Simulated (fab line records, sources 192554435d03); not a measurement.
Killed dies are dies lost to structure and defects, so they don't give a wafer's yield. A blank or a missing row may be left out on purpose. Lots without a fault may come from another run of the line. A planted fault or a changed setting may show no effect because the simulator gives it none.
A struck lot beside a sound one | flow n5_finfet | 40 steps out of a route of 1938
Sound: wafers L842.1, L842.2, L842.6. Struck: wafers L836.3, L836.5, L836.6. The cause comes at the end.
At each step with rows: each side's tool, then ch and its chambers, then its first start. Under that, the readings that differ: sound wafers | struck wafers | difference of the means | sigmas: that difference in standard deviations of wafers without a fault.
alike: readings whose means differ by less than 2 such deviations, and words and numbers that are the same on both sides. not compared: withheld readings, readings that some wafer has no value for, bounds like >300 that may hide the same value, and numbers for which the record gives no deviation and whose values overlap.
The two part at a step that has a row with sigmas, a row that says differs or no value, or rows on one side only. Numbers that don't overlap but have no deviation are shown without sigmas and don't part them. A reading that every wafer of one side lacks parts them only if that side has two wafers or more.

first, 11 steps without rows for these wafers: N5_MOL_CONTACT_COAG_DESCUM_13 (chemistry O2, time 7 s); N5_MOL_CONTACT_COAG_ETCH_59 (etches underlayer in N2/H2, target depth 13 nm, time 10.4 s); N5_MOL_CONTACT_COAG_ETCH_105 (etches SiARC in CF4, target depth 15.6 nm, time 26 s); N5_MOL_CONTACT_COAG_ETCH_106 (etches SOC in N2/H2, target depth 80 nm, overetch 16 nm, time 120 s); N5_MOL_CONTACT_COAG_STRIP_107 (strips in N2/H2); N5_MOL_CONTACT_COAG_STRIP_108 (strips in N2/H2); N5_MOL_CONTACT_COAG_CONTACT_ETCH_14 (etches SiO2 in C4F6/O2, target depth 27.5 nm, overetch 8.5 nm, time 20 s); N5_MOL_CONTACT_COAG_STRIP_109 (strips in C4F6/O2); N5_MOL_CONTACT_COAG_ETCH_15 (etches SiNx in CH3F/O2, stops on Si:P, target depth 7 nm); N5_MOL_CONTACT_COAG_ETCH_110 (etches Si in CF4/O2, target depth 2.5 nm, time 8 s); N5_MOL_CONTACT_COAG_STRIP_98 (strips in N2/H2).
N5_MOL_CONTACT_COAG_IMPLANT_129:
  sound on implanter-02 ch 0, day 10 09:32; struck on implanter-01 ch 0, day 9 03:23
  reading                   | sound                | struck               | difference | sigmas
  beam_energy_keV           | 2.9992 3.0009 2.9987 | 0.6484 0.6475 0.6471 | -2.3519    | -99 or more
  model.implant.rp_nm (nm)  | 6.114 6.114 6.114    | 2.724 2.724 2.724    | -3.390     |
  model.implant.drp_nm (nm) | 2.134 2.134 2.134    | 1 1 1                | -1         |
then, 26 steps without rows for these wafers: N5_MOL_CONTACT_COAG_PRECLEAN_111 (cleans in NF3:NH3, afs cycles 1, time 20 s, sublimation time 60 s); N5_MOL_CONTACT_COAG_TI_SIL_19 (material Ti, target thk 4.2 nm, time 15 s); N5_MOL_CONTACT_COAG_ALD_20 (deposits TiN, target thk 1.5 nm, pulse time 1 s, purge time 3 s); N5_MOL_CONTACT_COAG_SIL_ANNEAL_21 (time 60 s); N5_MOL_CONTACT_COAG_PRE_CLEAN_141 (time 60 s); N5_MOL_CONTACT_COAG_SPUTTER_143 (material Co, target thk 2.5 nm); N5_MOL_CONTACT_COAG_CO_FILL_22 (material Co, precursor CCTBA/H2, target thk 20 nm); N5_MOL_CONTACT_COAG_ANNEAL_113 (time 300 s); N5_MOL_CONTACT_COAG_PRE_CLEAN_142 (time 60 s); N5_MOL_CONTACT_COAG_SPUTTER_130 (material Co, target thk 47.5 nm); N5_MOL_CONTACT_COAG_PRECLEAN_125 (cleans in DIW, time 57.5 s); N5_MOL_CONTACT_COAG_SRD_126 (dry time 32 s); N5_MOL_CONTACT_COAG_CMP_23 (polishes, stops on SiO2, t overpolish 1.5 s, target thk 0 nm); N5_MOL_CONTACT_COAG_WET_ETCH_26 (target Co, target depth 13 nm); N5_MOL_CONTACT_COAG_WET_ETCH_116 (etches the open film in SC1-inhibited, target depth 4.6 nm, rinse time 30 s); N5_MOL_CONTACT_COAG_ALD_27 (deposits SiOC, target thk 17 nm, pulse time 1.5 s, time 2720 s); N5_MOL_CONTACT_COAG_CMP_28 (polishes, stops on SiNx, t overpolish 0.85 s, target thk 14.522 nm); N5_MOL_CONTACT_COAG_ALD_123 (deposits SiNx, target thk 5 nm, pulse time 1 s, purge time 2 s); N5_MOL_CONTACT_COAG_PECVD_31 (deposits SiO2 from TEOS/O2, target thk 46 nm, time 8.9 s); N5_MOL_CONTACT_COAG_COAT_75 (time 60 s, resist thk 60 nm); N5_MOL_CONTACT_COAG_COAT_76 (time 60 s, resist thk 10 nm); N5_MOL_CONTACT_COAG_COAT_77 (time 60 s, resist thk 10 nm); N5_MOL_CONTACT_COAG_COAT_78 (resist thk 40 nm); N5_MOL_CONTACT_COAG_EBR_80; N5_MOL_CONTACT_COAG_SOFTBAKE_79 (time 60 s); N5_MOL_CONTACT_COAG_EXPOSE_81 (exposes mask VG, defocus 0 nm).
-- the record jumps here: 4 days lie between the struck wafers' starts before and after (it left off in module MOL_CONTACT_COAG and takes up again in module BEOL_M4, whose first step shown is number 1111 of the route) --
N5_BEOL_M4_RC_MEAS_101:
  sound on prober-01 ch 0, day 14 15:51; struck on prober-02 ch 0, day 13 05:27
  reading             | sound            | struck            | difference | sigmas
  RC_DENSE_N (ohm.um) | 19.6 18.4 18.3   | 35.0 34.5 34.7    | +16.0      | +31
  RC_DENSE_P (ohm.um) | 24.7 23.4 22.9   | 43.6 43.4 43.3    | +19.8      | +32
  RC_N (ohm.um)       | 16.0 15.0 15.0   | 28.3 28.2 28.7    | +13.1      | +32
  RC_P (ohm.um)       | 20.0 18.9 18.9   | 35.4 35.4 35.8    | +16.3      | +34
  REXT_N (ohm.um)     | 75.8 75.4 75.6   | 88.1 90.2 87.9    | +13.1      | +7
  REXT_P (ohm.um)     | 101.2 100.2 99.2 | 119.8 119.3 119.9 | +19.5      | +9
  alike: DIBL_N, DIBL_P, IOFF_N, IOFF_P, ION_N, ION_P, SS_N, SS_P, VT_N, VT_P
-- the record jumps here: 5 days lie between the struck wafers' starts before and after (it left off in module BEOL_M4 and takes up again in module PASSIVATION, whose first step shown is number 1936 of the route) --
N5_PASSIVATION_PROBE_49:
  sound on prober-02, day 19 16:45; struck on prober-01, day 18 01:14
  reading               | sound       | struck      | difference | sigmas
  sort_bin_6_memory (%) | 4.1 3.8 4.0 | 2.2 1.8 3.0 | -1.6       | -2
  alike: defect_limited_yield, killed_at_M0_to_M3, killed_at_M4_up, killed_at_contacts, killed_at_front_end, killed_at_other, killed_dies, killed_open, killed_short, sort_bin_4_leakage, sort_bin_5_function, sort_n_pass, sort_yield_pct

WHERE THEY PART
First at N5_MOL_CONTACT_COAG_IMPLANT_129; last, within this record, at N5_PASSIVATION_PROBE_49.

WHY: what the simulator had put in
Process parameter drift: implanter-01, from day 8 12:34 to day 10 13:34, at N5_MOL_CONTACT_COAG_IMPLANT_129. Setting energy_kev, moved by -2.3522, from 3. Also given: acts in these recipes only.
